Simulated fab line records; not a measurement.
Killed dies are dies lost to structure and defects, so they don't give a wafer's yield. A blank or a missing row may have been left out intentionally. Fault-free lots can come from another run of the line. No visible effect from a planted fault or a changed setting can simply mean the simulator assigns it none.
Split-lot study    flow n5Finfet    21 wafers read across 7 lots, on a route 1938 steps long

== ABOUT THE SPLIT ==
At N5_BEOL_M8_TRENCH_ETCH_37 (etches SiCOH lowk in C4F6/O2, target depth 93.478 nm, time 31.2 s), the setting timeS was moved away from the recipe's 31.2 s on 8 of the 21 wafers read, by -13.5% to +19.9%. This setting was run at the recipe's value on the other wafers.

== FROM THE SPLIT TO THE READING: what the file shows between them, 11 steps ==
- N5_BEOL_M8_ETCH_41: etches SiCN in CH3F/O2, target depth 31.9 nm, time 57.8 s
- N5_BEOL_M8_STRIP_80: strips in N2/H2, time 10 s
- N5_BEOL_M8_OCD_MEAS_38
- N5_BEOL_M8_HM_STRIP_39: strips TiN in peroxide tin strip, target depth 25 nm, time 158 s
- N5_BEOL_M8_SRD_40: time 30 s
- N5_BEOL_M8_ECD_50: material Cu, target thk 300 nm
- N5_BEOL_M8_ANNEAL_51: time 90 s
- N5_BEOL_M8_CMP_52: polishes, stops on SiCOH lowk, t overpolish 6.9 s, target thk 80 nm
- N5_BEOL_M8_THK_MEAS_53: measures by xrf
- N5_BEOL_M8_PRE_CLEAN_55: time 15 s
- N5_BEOL_M8_DEP_56: deposits SiCN from 3MS/NH3, target thk 10 nm, time 17.5 s

== THE READING ==
M8_RS, in ohm/sq, at N5_BEOL_M8_RS_MEAS_57 (measures by four-point-probe). A value of 0.288 ohm/sq with a standard deviation of 0.0095 ohm/sq is what fault-free wafers of this fab line usually give.

wafer   tool, chamber at the split  timeS as run, s  against the recipe  M8_RS, ohm/sq  against lot-mates on the recipe
L076.1  rieDiel-01, 2               31.2             recipe              0.296          -
L076.3  rieDiel-01, 3               31.2             recipe              0.289          -
L076.4  rieDiel-01, 1               31.2             recipe              0.291          -
L086.2  rieDiel-03, 1               33.25            +6.6%               0.254          -0.023
L086.3  rieDiel-03, 2               31.2             recipe              0.274          -
L086.4  rieDiel-03, 0               31.2             recipe              0.279          -
L087.1  rieDiel-06, 3               31.2             recipe              0.284          -
L087.2  rieDiel-06, 2               33.6             +7.7%               0.254          -0.027
L087.6  rieDiel-06, 2               31.2             recipe              0.278          -
L089.1  rieDiel-01, 1               26.99            -13.5%              0.338          +0.030
L089.4  rieDiel-01, 0               31.2             recipe              0.308          -
L089.5  rieDiel-01, 3               26.99            -13.5%              0.353          +0.045
L092.2  rieDiel-06, 0               31.2             recipe              0.301          -
L092.3  rieDiel-06, 1               31.2             recipe              0.292          -
L092.4  rieDiel-06, 2               35.35            +13.3%              0.241          -0.055
L090.2  rieDiel-06, 3               29.29            -6.1%               0.312          +0.028
L090.4  rieDiel-06, 1               31.2             recipe              0.284          -
L090.5  rieDiel-06, 0               29.29            -6.1%               0.336          +0.052
L094.1  rieDiel-06, 1               31.2             recipe              0.288          -
L094.5  rieDiel-06, 2               37.4             +19.9%              0.225          -0.062
L094.6  rieDiel-06, 3               31.2             recipe              0.287          -

THE FIT
A straight line over all 21 wafers: M8_RS changes by -0.00393 ohm/sq for each +1% of timeS; r = -0.95; the points scatter about the line by 0.01 ohm/sq.
The same after taking each lot's own level away (the mean of its wafers on the recipe; 21 wafers): -0.00345 ohm/sq for each +1%; r = -0.95; scatter 0.0089 ohm/sq.
Per that fit: largest timeS move, reading shift of 0.069 ohm/sq.
The lots' own levels span 0.2765 to 0.3080 ohm/sq, that is 3.3 times the standard deviation above.
Thus the slope moves with the lot-to-lot level: the two fits are different.
Check: with one of the wafers moved furthest among these (+19.9%) left out of the fit, the line predicts -0.0713 ohm/sq for it against its lot-mates. It came out at -0.0625 ohm/sq against them.

== OTHER SPLITS ON THESE WAFERS ==
Before the reading, these wafers also passed through other splits. Each is held against what the fit with the lots' levels taken away leaves over:
other split on the same wafers   wafers away from the commonest value  r with M8_RS (lot level and that fit taken away)
N5_BEOL_M7_TRENCH_ETCH_37 timeS  4                                     +0.33

== THE WHOLE CHAIN: every reading that the file lists as answering this split, in the file's order ==
step                       what it does                                                         reading                                                                      change (the file's fit)                r (the file's)
N5_BEOL_M8_TRENCH_ETCH_37  etches SiCOH lowk in C4F6/O2, target depth 93.478 nm, time 31.2 s    BEOL_M8.featureDepthNm (the simulator's own value, which no gauge read)      +0.938 nm for each +1% of the setting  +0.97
N5_BEOL_M8_TRENCH_ETCH_37  etches SiCOH lowk in C4F6/O2, target depth 93.478 nm, time 31.2 s    etch.depthNm (the simulator's own value, which no gauge read)                +0.942 nm for each +1% of the setting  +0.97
N5_BEOL_M8_OCD_MEAS_38                                                                          trenchDepthNm                                                                +0.939 nm for each +1% of the setting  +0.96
N5_BEOL_M8_CMP_52          polishes, stops on SiCOH lowk, t overpolish 6.9 s, target thk 80 nm  Cu_of_BEOL_M8_ECD_50.thkNm (the simulator's own value, which no gauge read)  +0.904 nm for each +1% of the setting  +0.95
N5_BEOL_M8_THK_MEAS_53     measures by xrf                                                      M8_THK                                                                       +0.903 for each +1% of the setting     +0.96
N5_BEOL_M8_RS_MEAS_57      measures by four-point-probe                                         M8_RS                                                                        -0.00346 for each +1% of the setting   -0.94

== FILE'S OWN FIT ==
M8_RS changes by -0.00346 ohm/sq for each +1% of timeS, r = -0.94.
